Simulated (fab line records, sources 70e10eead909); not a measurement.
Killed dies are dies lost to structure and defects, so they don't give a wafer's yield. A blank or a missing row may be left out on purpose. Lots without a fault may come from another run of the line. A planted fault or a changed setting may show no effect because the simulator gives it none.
Which tool did it? | flow nand_harc | 12 lots, 36 wafers sampled, at 3 steps of a route of 1159

WHAT THE GAUGES READ, wafer by wafer
NHARC_A_CONTACT_CD_MEAS_15.
lot  | measured     | on        | cd_nm (nm)
L077 | day 17 09:16 | cd_sem-03 | 90.9 91.0 90.4
L079 | day 17 11:19 | cd_sem-02 | 89.8 90.2 90.5
L076 | day 17 14:22 | cd_sem-01 | 89.6 90.0 89.8
L082 | day 19 03:56 | cd_sem-02 | 89.8 90.5 90.2
L083 | day 19 12:07 | cd_sem-03 | 91.2 90.8 90.8
L084 | day 19 19:04 | cd_sem-01 | 89.7 89.7 90.0
L089 | day 21 00:31 | cd_sem-02 | 89.1 89.4 89.1
L091 | day 21 04:39 | cd_sem-02 | 90.0 90.4 90.1
L088 | day 21 11:36 | cd_sem-01 | 90.1 89.8 89.4
L095 | day 21 16:41 | cd_sem-01 | 90.6 90.0 90.6
L092 | day 22 09:40 | cd_sem-02 | 89.4 89.4 89.3
L096 | day 22 17:20 | cd_sem-01 | 90.3 90.0 89.9

WHICH TOOL RAN EACH LOT (tool, then ch and the chambers of the sampled wafers, then the start)
lot  | NHARC_A_CONTACT_ETCH_130             | NHARC_A_CONTACT_ETCH_138
L077 | har_cap_etch-01 ch 0,1, day 17 01:16 | har_cap_etch-03 ch 0,1, day 17 08:31
L079 | har_cap_etch-03 ch 0,1, day 17 04:49 | har_cap_etch-02 ch 0,1, day 17 10:34
L076 | har_cap_etch-02 ch 0, day 17 07:46   | har_cap_etch-01 ch 0,1, day 17 13:37
L082 | har_cap_etch-02 ch 0,1, day 18 18:35 | har_cap_etch-03 ch 1, day 19 03:13
L083 | har_cap_etch-01 ch 0,1, day 19 01:49 | har_cap_etch-01 ch 0,1, day 19 11:21
L084 | har_cap_etch-02 ch 1, day 19 11:41   | har_cap_etch-02 ch 0,1, day 19 18:20
L089 | har_cap_etch-02 ch 0,1, day 20 14:53 | har_cap_etch-03 ch 0,1, day 20 23:37
L091 | har_cap_etch-02 ch 0,1, day 20 18:32 | har_cap_etch-01 ch 0,1, day 21 03:53
L088 | har_cap_etch-02 ch 0,1, day 21 01:33 | har_cap_etch-02 ch 0,1, day 21 10:53
L095 | har_cap_etch-03 ch 0,1, day 21 08:44 | har_cap_etch-03 ch 0,1, day 21 15:58
L092 | har_cap_etch-03 ch 0,1, day 22 02:10 | har_cap_etch-01 ch 0,1, day 22 08:56
L096 | har_cap_etch-02 ch 0,1, day 22 09:21 | har_cap_etch-03 ch 0,1, day 22 16:04
- NHARC_A_CONTACT_ETCH_130: etches the open film in C4F8/O2/Ar, time 155 s, target depth 956 nm.
- NHARC_A_CONTACT_ETCH_138: etches the open film in C4F8/O2/Ar, time 132 s, target depth 1289 nm.

THE ANSWER, worked out from the rows above alone
Rule: what is usual is taken from the lots themselves. Put in order of their means at a reading, lots are off if they are a third of the lots or fewer, leave a main group of 4 or more, and stand apart from it by a gap of 3 or more times the standard deviation of the main group's means; of several such gaps the widest counts. A main group whose means are all the same, to the digits that the tables above print for the reading, isn't used. A lot without any number at a reading at which 4 lots or more have one is off too. The other lots that the step has rows for count as sound.
No lot is off at any reading shown: from this, nothing can be told.

WHAT THE SIMULATOR HAD PUT IN
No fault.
